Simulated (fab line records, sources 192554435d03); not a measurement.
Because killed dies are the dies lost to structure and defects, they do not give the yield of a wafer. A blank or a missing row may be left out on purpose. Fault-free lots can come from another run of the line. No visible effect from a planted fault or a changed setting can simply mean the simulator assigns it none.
The tool behind it: which one? + flow n5-finfet + 12 lots with 36 wafers sampled at 5 steps, on a route of 1938 steps

WHAT THE GAUGES SHOWED, per wafer
N5_BEOL_M6_THK_MEAS_01.
| lot  | measured     | on            | M6_ILD_THK (nm)   |
|------|--------------|---------------|-------------------|
| L075 | day 8 22:26  | film-metro-02 | 154.4 158.3 156.9 |
| L079 | day 9 14:02  | film-metro-01 | 153.6 157.5 157.2 |
| L078 | day 9 19:38  | film-metro-02 | 152.0 156.2 156.7 |
| L081 | day 10 16:16 | film-metro-02 | 149.8 148.8 151.4 |
| L083 | day 11 07:26 | film-metro-02 | 153.4 155.4 156.4 |
| L086 | day 11 19:35 | film-metro-02 | 155.2 151.6 152.8 |
| L087 | day 11 22:20 | film-metro-01 | 157.0 156.7 158.8 |
| L090 | day 12 16:53 | film-metro-01 | 155.9 157.5 155.4 |
| L091 | day 13 03:50 | film-metro-01 | 151.6 153.8 154.8 |
| L094 | day 13 14:38 | film-metro-01 | 153.7 153.8 155.4 |
| L095 | day 14 05:01 | film-metro-01 | 153.0 151.6 155.0 |
| L097 | day 14 13:19 | film-metro-02 | 155.5 155.1 156.3 |

WHICH TOOL RAN EACH LOT (tool, then ch and the chambers of the sampled wafers, then the start)
| lot  | N5_BEOL_M4_ANNEAL_93         | N5_BEOL_M4_ANNEAL_95         | N5_BEOL_M5_ETCH_62                 | N5_BEOL_M5_ANNEAL_82         |
|------|------------------------------|------------------------------|------------------------------------|------------------------------|
| L075 | pvd-sputter-02, day 8 03:29  | pvd-sputter-02, day 8 03:43  | rie-diel-03 ch 0,2,3, day 8 08:29  | pvd-sputter-01, day 8 17:31  |
| L079 | pvd-sputter-02, day 8 22:25  | pvd-sputter-02, day 8 22:38  | rie-diel-04 ch 0,1,2, day 9 03:13  | pvd-sputter-01, day 9 08:14  |
| L078 | pvd-sputter-02, day 9 05:14  | pvd-sputter-02, day 9 05:27  | rie-diel-03 ch 0,2,3, day 9 10:03  | pvd-sputter-01, day 9 14:41  |
| L081 | pvd-sputter-03, day 9 23:17  | pvd-sputter-03, day 9 23:31  | rie-diel-03 ch 0,2, day 10 04:52   | pvd-sputter-03, day 10 11:09 |
| L083 | pvd-sputter-02, day 10 16:32 | pvd-sputter-02, day 10 16:45 | rie-diel-03 ch 2,3, day 10 22:00   | pvd-sputter-01, day 11 02:05 |
| L086 | pvd-sputter-03, day 11 03:43 | pvd-sputter-03, day 11 03:56 | rie-diel-04 ch 0,1,3, day 11 08:26 | pvd-sputter-02, day 11 14:40 |
| L087 | pvd-sputter-02, day 11 07:25 | pvd-sputter-02, day 11 07:38 | rie-diel-04 ch 1,3, day 11 12:53   | pvd-sputter-01, day 11 17:22 |
| L090 | pvd-sputter-01, day 12 03:05 | pvd-sputter-01, day 12 03:19 | rie-diel-04 ch 1,2,3, day 12 07:40 | pvd-sputter-01, day 12 11:58 |
| L091 | pvd-sputter-03, day 12 09:52 | pvd-sputter-03, day 12 10:05 | rie-diel-01 ch 2,3, day 12 16:35   | pvd-sputter-02, day 12 22:55 |
| L094 | pvd-sputter-02, day 12 21:01 | pvd-sputter-02, day 12 21:14 | rie-diel-04 ch 0,2,3, day 13 01:41 | pvd-sputter-01, day 13 08:45 |
| L095 | pvd-sputter-01, day 13 14:46 | pvd-sputter-01, day 13 14:59 | rie-diel-01 ch 1,2,3, day 13 19:17 | pvd-sputter-01, day 13 23:56 |
| L097 | pvd-sputter-02, day 13 22:02 | pvd-sputter-02, day 13 22:15 | rie-diel-01 ch 0,2,3, day 14 01:44 | pvd-sputter-02, day 14 08:18 |
- N5_BEOL_M4_ANNEAL_93: time 240 s.
- N5_BEOL_M4_ANNEAL_95: time 240 s.
- N5_BEOL_M5_ETCH_62: etches SOC in N2/H2, target depth 75 nm, overetch 15 nm, time 112.5 s.
- N5_BEOL_M5_ANNEAL_82: time 1800 s.

THE ANSWER, worked out from the rows above alone
Rule: usual is defined by the lots themselves. The widest of any qualifying gaps counts: lots, ordered by their means at a reading, are off when they make up no more than a third of the lots, leave a main group of 4 or more, and stand apart from it by 3 or more times the standard deviation of that group's means. Not used: any main group whose means are identical at the precision the tables above print for the reading. Also off: a lot with no number at a reading for which 4 or more lots have one. Any other lot the step has rows for is counted as sound.
Across all readings shown, no lot is off: no conclusion can be drawn from this.

WHAT WAS PUT IN BY THE SIMULATOR
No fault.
